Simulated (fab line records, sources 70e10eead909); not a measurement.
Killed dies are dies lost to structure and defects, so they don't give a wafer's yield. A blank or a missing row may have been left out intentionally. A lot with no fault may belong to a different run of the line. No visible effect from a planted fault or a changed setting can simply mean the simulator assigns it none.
Matching of chambers -- flow nand harc -- NHARC_A_CONTACT_ETCH_90 on rie diel-05 has 4 sister chambers
The step etches the open film in CH3F/O2, target depth 40 nm, time 85.7 s. 4 wafers are shown with their chamber, then 7 later ones without.

== WAFERS WITH THEIR CHAMBER ==
wafer,chamber,drypump motor current A (A)
L085.4,1,6.1
L080.2,2,6.3
L084.4,0,5.4
L084.5,3,5.0

== WAFERS MISSING THEIR CHAMBER ==
wafer,drypump motor current A (A)
L084.6,6.3
L087.1,5.0
L087.4,5.3
L087.5,6.1
L094.2,6.1
L094.3,6.4
L094.4,5.3

== WHICH CHAMBER EACH ONE RAN IN ==
wafer,from the rows above,in truth
L084.6,2,2
L087.1,3,3
L087.4,0,0
L087.5,1,1
L094.2,1,1
L094.3,2,2
L094.4,0,0
7 of 7 placed correctly. Not placeable from these rows: 0. Wrongly placed: 0.
How it was worked out, from the rows above alone: a wafer's distance from a chamber is the root of the sum, over the readings, of the square of ((its reading less the chamber's mean) divided by the reading's scatter). If the next closest chamber is less than 2 further off than the closest, the wafer can't be placed; otherwise it belongs to the closest. A chamber's mean is the mean of its shown wafers. The scatter (one wafer shown for each chamber): square how far every hidden wafer sits from the nearest shown wafer, average those squares and take the square root.
